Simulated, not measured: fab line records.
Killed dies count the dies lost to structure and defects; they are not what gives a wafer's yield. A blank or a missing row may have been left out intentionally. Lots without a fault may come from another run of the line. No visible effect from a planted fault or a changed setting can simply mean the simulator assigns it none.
Which tool did it? -- flow nand harc -- Sampling: 11 lots, 33 wafers, 6 of 1159 route steps

WHAT THE GAUGES SHOWED, per wafer
NHARC_A_M1_CD_MEAS_09: the cd target is 120 nm.
lot,measured,on,cd nm (nm)
L906,day 18 06:07,cd sem-02,119.4 119.8 120.3
L909,day 18 23:25,cd sem-01,120.5 120.7 120.5
L911,day 19 11:43,cd sem-01,120.4 120.7 120.6
L915,day 19 22:45,cd sem-03,119.5 120.5 121.2
L914,day 20 03:18,cd sem-03,120.6 119.4 119.1
L913,day 20 09:16,cd sem-02,120.8 120.0 118.9
L916,day 20 23:56,cd sem-03,124.4 124.9 124.3
L919,day 21 10:31,cd sem-02,119.9 118.9 119.8
L921,day 22 02:28,cd sem-03,125.4 125.9 125.3
L926,day 23 04:14,cd sem-01,119.2 120.4 120.2
L925,day 23 04:25,cd sem-02,119.7 120.6 120.1

NHARC_A_M1_CD_MEAS_16.
lot,measured,on,cd nm (nm)
L906,day 18 06:37,cd sem-01,120.5 120.0 120.7
L909,day 18 23:55,cd sem-03,120.0 120.5 119.8
L911,day 19 12:12,cd sem-02,120.5 118.9 120.3
L915,day 19 23:14,cd sem-01,119.0 119.9 121.3
L914,day 20 03:47,cd sem-01,120.5 120.5 119.5
L913,day 20 09:45,cd sem-01,121.4 119.8 119.5
L916,day 21 00:26,cd sem-03,124.3 124.1 123.6
L919,day 21 11:02,cd sem-02,120.0 119.8 120.1
L921,day 22 02:58,cd sem-02,124.9 126.3 124.6
L926,day 23 04:46,cd sem-03,119.5 119.9 120.5
L925,day 23 04:54,cd sem-01,119.9 120.7 119.9

TOOL THAT RAN EACH LOT (tool first, then ch and the chambers of the sampled wafers, then the start)
lot,NHARC_A_M0_PVD_20,NHARC_A_M0_DEP_32,NHARC_A_M1_PEB_07,NHARC_A_M1_ETCH_35
L906,"pvd sputter-01, day 18 04:40 or earlier","pecvd-01 ch 0,2, day 18 04:40","litho track-06 ch 0, day 18 06:02","rie diel-10 ch 0,3, day 18 06:24"
L909,"pvd sputter-02, day 18 22:19 or earlier","pecvd-04 ch 0,1,2, day 18 22:19","litho track-06 ch 0, day 18 23:20","rie diel-03 ch 0,3, day 18 23:41"
L911,"pvd sputter-03, day 19 10:28 or earlier","pecvd-04 ch 0,1,2, day 19 10:28","litho track-06 ch 0, day 19 11:38","rie diel-11 ch 1,2,3, day 19 11:59"
L915,"pvd sputter-01, day 19 21:34 or earlier","pecvd-04 ch 0,1,2, day 19 21:34","litho track-04 ch 0, day 19 22:40","rie diel-03 ch 2,3, day 19 23:01"
L914,"pvd sputter-03, day 20 01:59 or earlier","pecvd-03 ch 0,1,2, day 20 01:59","litho track-06 ch 0, day 20 03:13","rie diel-11 ch 0,1,3, day 20 03:34"
L913,"pvd sputter-01, day 20 07:57 or earlier","pecvd-04 ch 0,1,2, day 20 07:57","litho track-04 ch 0, day 20 09:11","rie diel-11 ch 1,2,3, day 20 09:32"
L916,"pvd sputter-03, day 20 22:53 or earlier","pecvd-04 ch 1,2, day 20 22:53","litho track-06 ch 0, day 20 23:52","rie diel-03 ch 0,1,2, day 21 00:13"
L919,"pvd sputter-03, day 21 09:25 or earlier","pecvd-04 ch 0,1, day 21 09:25","litho track-04 ch 0, day 21 10:26","rie diel-11 ch 1,3, day 21 10:48"
L921,"pvd sputter-02, day 22 01:22 or earlier","pecvd-01 ch 0,1,2, day 22 01:22","litho track-06 ch 0, day 22 02:23","rie diel-03 ch 1,2,3, day 22 02:44"
L926,"pvd sputter-01, day 23 03:03 or earlier","pecvd-03 ch 0,2, day 23 03:03","litho track-01 ch 0, day 23 04:10","rie diel-03 ch 0,2, day 23 04:32"
L925,"pvd sputter-02, day 23 03:11 or earlier","pecvd-04 ch 0,1,2, day 23 03:11","litho track-01 ch 0, day 23 04:20","rie diel-11 ch 1,2,3, day 23 04:41"
- NHARC_A_M0_PVD_20: deposits TaN, target thk 5 nm, time 8.06 s.
- NHARC_A_M0_DEP_32: deposits SiCN, target thk 30 nm.
- NHARC_A_M1_PEB_07: peb time 65 s.
- NHARC_A_M1_ETCH_35: etches the open film in N2/H2, target depth 40 nm, overetch 12 nm, time 43.94 s.

WHAT THE TOOLS THEMSELVES READ (means of the sampled wafers that have a number; where no wafer has one, the mark that the record gives instead)
NHARC_A_M0_PVD_20.
lot,tool,bias v (V),throttle valve pct (%)
L906,pvd sputter-01,168.2,28.6
L909,pvd sputter-02,168.7,30.3
L911,pvd sputter-03,167.8,30.7
L915,pvd sputter-01,167.0,29.6
L914,pvd sputter-03,168.5,30.6
L913,pvd sputter-01,168.2,29.1
L916,pvd sputter-03,170.6,30.5
L919,pvd sputter-03,168.6,30.6
L921,pvd sputter-02,168.5,30.2
L926,pvd sputter-01,167.6,30.1
L925,pvd sputter-02,169.5,29.7

NHARC_A_M0_DEP_32.
lot,tool,heater power outer w (W),heater power w (W),rf fwd power W (W)
L906,pecvd-01,327,600,448.9
L909,pecvd-04,319,568,449.6
L911,pecvd-04,308,549,448.1
L915,pecvd-04,363,611,448.0
L914,pecvd-03,299,573,448.9
L913,pecvd-04,295,535,448.2
L916,pecvd-04,361,587,448.0
L919,pecvd-04,354,621,449.5
L921,pecvd-01,278,508,449.0
L926,pecvd-03,317,587,448.6
L925,pecvd-04,353,605,448.9

NHARC_A_M1_ETCH_35.
lot,tool,drypump motor current A (A),oes product au (a.u.),rf fwd power W (W),rf vpp V (V),showerhead plenum p Torr (Torr),throttle valve pct (%)
L906,rie diel-10,5.68,1.000,394.2,430.2,2.03,14.164
L909,rie diel-03,5.64,0.998,394.2,431.3,2.08,14.159
L911,rie diel-11,5.34,0.997,395.5,431.6,2.08,14.172
L915,rie diel-03,5.44,0.991,392.1,433.9,2.14,14.162
L914,rie diel-11,5.43,0.995,396.0,430.0,2.03,14.175
L913,rie diel-11,5.32,1.007,397.2,432.0,2.08,14.168
L916,rie diel-03,5.74,1.005,395.5,431.6,2.09,14.167
L919,rie diel-11,5.24,0.987,396.3,431.3,2.06,14.168
L921,rie diel-03,5.61,0.995,393.3,433.1,2.15,14.180
L926,rie diel-03,5.54,0.996,396.3,430.9,2.08,14.166
L925,rie diel-11,5.33,1.002,396.8,432.3,2.08,14.165

THE ANSWER, worked out from the rows above alone
Rule: the usual values come from the lots themselves. Put in order of their means at a reading, lots are off if they are a third of the lots or fewer, leave a main group of 4 or more, and stand apart from it by a gap of 3 or more times the standard deviation of the main group's means; of several such gaps the widest counts. Not used: any main group whose means are identical at the precision the tables above print for the reading. A lot without any number at a reading at which 4 lots or more have one is off too. All remaining lots with rows at the step are treated as sound. First the gauges in route order, then the tools' own readings, where a lot's mean is used as printed above. The first step at which some lot is off is used, and at that step the reading that is off furthest; a lot without a number counts as furthest.
Off: L916, L921 (NHARC_A_M1_CD_MEAS_09, cd nm). For the main group the mean is 120.1 nm and the standard deviation 0.36.
If a tool, at a process step before that reading, ran all the lots that are off and no sound lot after the first of them, it fits. Those tools and the gauges at NHARC_A_M1_CD_MEAS_09 are tried in the same way. NHARC_A_M0_PVD_20: start missing for some lots; hours and lot order therefore follow NHARC_A_M0_DEP_32. 2 tools fit, litho track-06 at NHARC_A_M1_PEB_07 and cd sem-03 at NHARC_A_M1_CD_MEAS_09, so this cannot tell which one it is.

WHAT WAS PUT IN BY THE SIMULATOR
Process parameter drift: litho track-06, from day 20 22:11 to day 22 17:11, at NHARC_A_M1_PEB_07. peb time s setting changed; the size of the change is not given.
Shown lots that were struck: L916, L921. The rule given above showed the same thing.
